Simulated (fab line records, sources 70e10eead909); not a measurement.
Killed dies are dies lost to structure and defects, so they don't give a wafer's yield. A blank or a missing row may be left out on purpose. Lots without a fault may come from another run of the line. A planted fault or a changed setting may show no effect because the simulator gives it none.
A struck lot beside a sound one | flow nand_harc | 13 steps out of a route of 1159
Sound: wafers L738.2, L738.4, L738.6. Struck: wafers L732.1, L732.3, L732.4. The cause comes at the end.
At each step with rows: each side's tool, then ch and its chambers, then its first start. Under that, the readings that differ: sound wafers | struck wafers | difference of the means | sigmas: that difference in standard deviations of wafers without a fault.
alike: readings whose means differ by less than 2 such deviations, and words and numbers that are the same on both sides. not compared: withheld readings, readings that some wafer has no value for, bounds like >300 that may hide the same value, and numbers for which the record gives no deviation and whose values overlap.
The two part at a step that has a row with sigmas, a row that says differs or no value, or rows on one side only. Numbers that don't overlap but have no deviation are shown without sigmas and don't part them. A reading that every wafer of one side lacks parts them only if that side has two wafers or more.

NHARC_A_CONTACT_CVD_19: deposits W, target thk 300 nm, time 802 s.
  sound on cvd_w-02 ch 0,1; struck on cvd_w-02 ch 0,1
  alike: chamber_pressure_Torr, heater_power_outer_w, heater_power_w, throttle_valve_pct
NHARC_A_CONTACT_CMP_20: polishes, t overpolish 30 s, target thk 300 nm.
  sound on cmp-01 ch 0,1, day 22 17:01; struck on cmp-01 ch 0,2,3, day 21 02:58
  alike: motor_current_A, overpolish_run_s, slurry_flow_ml_min, time_to_endpoint_s
then, 1 step without rows for these wafers: NHARC_A_CONTACT_SRD_22.
NHARC_A_CONTACT_INSPECT_23:
  sound on defect_inspect-01, day 22 17:24; struck on defect_inspect-02, day 21 03:24
  alike: raw_defect_count
then, 7 steps without rows for these wafers: NHARC_A_BLC_DEHYDRATE_00 (time 120 s); NHARC_A_BLC_HMDS_01 (time 30 s); NHARC_A_BLC_COAT_02 (time 75 s); NHARC_A_BLC_COAT_03 (time 65 s); NHARC_A_BLC_COAT_04 (resist thk 90 nm); NHARC_A_BLC_SOFTBAKE_05 (time 55 s); NHARC_A_BLC_EBR_06.
NHARC_A_BLC_EXPOSE_07: exposes mask A BLC, target cd 100 nm.
  sound on arfi_scanner-01 ch 0, day 22 17:46; struck on arfi_scanner-01, day 21 03:46
  no value came back on the struck wafers for exposure_dose_mJ_cm2, focus_offset_nm (nm); on the sound wafers exposure_dose_mJ_cm2 reads 67.93 67.93 67.93
  alike: mask
then, 1 step without rows for these wafers: NHARC_A_BLC_PEB_08 (peb time 65 s).

WHERE THEY PART
Only at NHARC_A_BLC_EXPOSE_07, within this record.

WHY: what the simulator had put in
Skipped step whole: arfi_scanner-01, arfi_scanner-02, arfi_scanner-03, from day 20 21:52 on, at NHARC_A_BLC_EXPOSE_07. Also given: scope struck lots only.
